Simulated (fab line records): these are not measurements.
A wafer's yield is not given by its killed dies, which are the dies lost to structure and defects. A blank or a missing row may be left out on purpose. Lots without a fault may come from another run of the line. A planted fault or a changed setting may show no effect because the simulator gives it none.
What tool caused it? -- flow n5-finfet -- 14 lots, 42 wafers sampled, at 4 steps of a route of 1938

WHAT THE GAUGES SHOWED, per wafer
N5_BEOL_M6_OVL_MEAS_12. Usual: M6_OVL gives -0.5 nm (standard deviation 0.66).
lot,measured,on,M6_OVL (nm),flag
L950,day 8 16:02,overlay-01,-0.3 -1.1 -1.1,
L952,day 9 03:59,overlay-01,0.0 -2.0 -0.7,
L953,day 9 12:05,overlay-01,0.2 -0.6 -0.3,
L954,day 9 16:28,overlay-02,-1.3 -0.8 -0.9,
L957,day 10 19:17,overlay-02,-1.6 -0.7 -1.0,
L956,day 11 13:46,overlay-02,1.4 0.8 0.7,
L958,day 12 04:04,overlay-01,-0.3 -1.3 -0.9,
L961,day 12 07:02,overlay-02,0.0 -0.2 -0.5,
L962,day 12 15:22,overlay-01,-0.1 0.0 0.5,
L963,day 12 15:31,overlay-02,-1.2 -0.4 -1.2,
L967,day 13 20:32,overlay-02,-1.3 0.4 -1.0,
L966,day 14 05:03,overlay-01,-0.2 -0.5 -0.2,
L971,day 15 00:28,overlay-01,-0.2 0.3 0.1,
L973,day 15 06:49,overlay-02,0.2 0.9 -0.4,

N5_BEOL_M6_CD_MEAS_18: pitch 80 nm, target cd 40 nm. Usual: 40.0 nm for cd-nm, sd 0.68.
lot,measured,on,cd-nm (nm),flag
L950,day 8 16:47,cd-sem-03,39.9 40.3 40.5,
L952,day 9 04:37,cd-sem-01,39.9 39.8 40.2,
L953,day 9 12:36,cd-sem-01,41.0 40.3 40.0,
L954,day 9 17:14,cd-sem-03,40.1 40.4 39.9,
L957,day 10 19:52,cd-sem-03,39.7 39.7 38.9,
L956,day 11 14:17,cd-sem-01,39.9 38.6 38.9,
L958,day 12 04:35,cd-sem-02,39.8 39.0 40.1,
L961,day 12 07:38,cd-sem-02,40.4 41.3 40.4,
L962,day 12 15:52,cd-sem-01,40.6 40.6 40.0,
L963,day 12 16:03,cd-sem-01,41.1 40.1 40.5,
L967,day 13 21:04,cd-sem-03,40.0 39.1 39.7,
L966,day 14 05:35,cd-sem-01,40.3 41.0 40.9,
L971,day 15 01:05,cd-sem-03,40.0 40.0 40.8,
L973,day 15 07:25,cd-sem-01,39.6 39.0 39.2,

N5_BEOL_M6_CD_MEAS_28 targets a cd of 40 nm. Usual: 40.00 nm for cd-nm, sd 0.24.
lot,measured,on,cd-nm (nm),flag
L950,day 8 17:17,cd-sem-01,39.63 40.22 40.44,
L952,day 9 04:56,cd-sem-03,40.09 39.83 39.71,
L953,day 9 12:55,cd-sem-02,39.87 39.86 39.75,
L954,day 9 22:14,cd-sem-02,40.10 40.14 40.19,
L957,day 10 21:57,cd-sem-02,39.69 40.07 39.78,
L956,day 11 14:55,cd-sem-02,40.22 40.23 40.46,
L958,day 12 05:50,cd-sem-03,39.93 40.11 40.61,
L961,day 12 09:16,cd-sem-01,39.89 39.98 39.94,
L962,day 12 17:23,cd-sem-02,39.80 40.15 39.62,
L963,day 12 17:26,cd-sem-01,39.87 40.08 40.40,
L967,day 14 00:19,cd-sem-01,40.24 40.48 39.98,
L966,day 14 06:43,cd-sem-01,39.80 40.16 40.25,
L971,day 15 03:11,cd-sem-02,- - -,OFF
L973,day 15 10:02,cd-sem-01,- - -,OFF

WHAT TOOL EACH LOT RAN ON (gives the tool, then ch and the chambers of the sampled wafers, and finally the start)
lot,N5_BEOL_M6_EXPOSE_25
L950,"euv-scanner-02 ch 0, day 8 17:09"
L952,"euv-scanner-02 ch 0, day 9 04:49"
L953,"euv-scanner-02 ch 0, day 9 12:47"
L954,"euv-scanner-02 ch 0, day 9 22:06"
L957,"euv-scanner-01 ch 0, day 10 21:49"
L956,"euv-scanner-02 ch 0, day 11 14:47"
L958,"euv-scanner-01 ch 0, day 12 05:42"
L961,"euv-scanner-01 ch 0, day 12 09:08"
L962,"euv-scanner-01 ch 0, day 12 17:16"
L963,"euv-scanner-01 ch 0, day 12 17:19"
L967,"euv-scanner-02 ch 0, day 14 00:10"
L966,"euv-scanner-01 ch 0, day 14 06:35"
L971,"euv-scanner-01, day 15 03:04"
L973,"euv-scanner-01, day 15 09:55"
- N5_BEOL_M6_EXPOSE_25: exposes mask V5, target cd 40 nm.

WHAT THE TOOLS THEMSELVES READ (means of the sampled wafers that have a number; where no wafer has one, the mark that the record gives instead)
N5_BEOL_M6_EXPOSE_25. Usual: exposure-dose-mJ-cm2 45.2, standard deviation 0.38; focus-offset-nm 0.0 nm, standard deviation 0.48; reticle-temp-C 23.01 C, standard deviation 0.097.
lot,tool,exposure-dose-mJ-cm2,focus-offset-nm (nm),reticle-temp-C (C),flag
L950,euv-scanner-02,45.6,-0.2,23.09,
L952,euv-scanner-02,45.7,0.0,23.11,
L953,euv-scanner-02,45.7,0.4,22.90,
L954,euv-scanner-02,45.7,0.0,23.03,
L957,euv-scanner-01,44.9,0.3,22.93,
L956,euv-scanner-02,45.6,-0.4,22.87,
L958,euv-scanner-01,44.8,-0.6,23.06,
L961,euv-scanner-01,44.9,0.3,23.02,
L962,euv-scanner-01,44.9,-0.2,23.14,
L963,euv-scanner-01,44.9,-0.4,23.01,
L967,euv-scanner-02,45.6,0.3,22.99,
L966,euv-scanner-01,44.8,0.7,22.98,
L971,euv-scanner-01,-,-,-,OFF
L973,euv-scanner-01,-,-,-,OFF

THE ANSWER, worked out from the rows above alone
Rule: take the mean of a lot's wafers that have a number; if it is more than 3 standard deviations from the usual mean, the lot is off. Also off: a lot with no number at a reading for which 4 or more lots have one. Where the step has rows for the other lots, those lots are counted as sound. The gauges are gone through in route order, then the tools' own readings, and for those a lot's mean is taken as printed above. The first step at which some lot is off is used, and at that step the reading that is off furthest; a lot without a number counts as furthest.
Off, at N5_BEOL_M6_CD_MEAS_28 on cd-nm: L971, L973. Without a number there: L971, L973.
A tool fits if, at a process step before that reading, it ran every lot that is off, and no sound lot after the first of them. The gauges at N5_BEOL_M6_CD_MEAS_28 aren't tried: what is off there is off at N5_BEOL_M6_EXPOSE_25 too, on other tools, and a gauge's error can't cause that. One candidate fits, namely euv-scanner-01 at N5_BEOL_M6_EXPOSE_25. A fault onset in the window from L966 (day 14 06:35, its last sound lot) to L971 (day 15 03:04, its first lot off) fits.
Blank at N5_BEOL_M6_EXPOSE_25 on the lots that are off, where sound lots have numbers: exposure-dose-mJ-cm2, focus-offset-nm, reticle-temp-C.

WHAT THE SIMULATOR HAD INSERTED
Whole step skipped at N5_BEOL_M6_EXPOSE_25 on euv-scanner-01, starting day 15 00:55. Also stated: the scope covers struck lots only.
Struck lots among those shown: L971, L973. This agrees with what the rule above found.
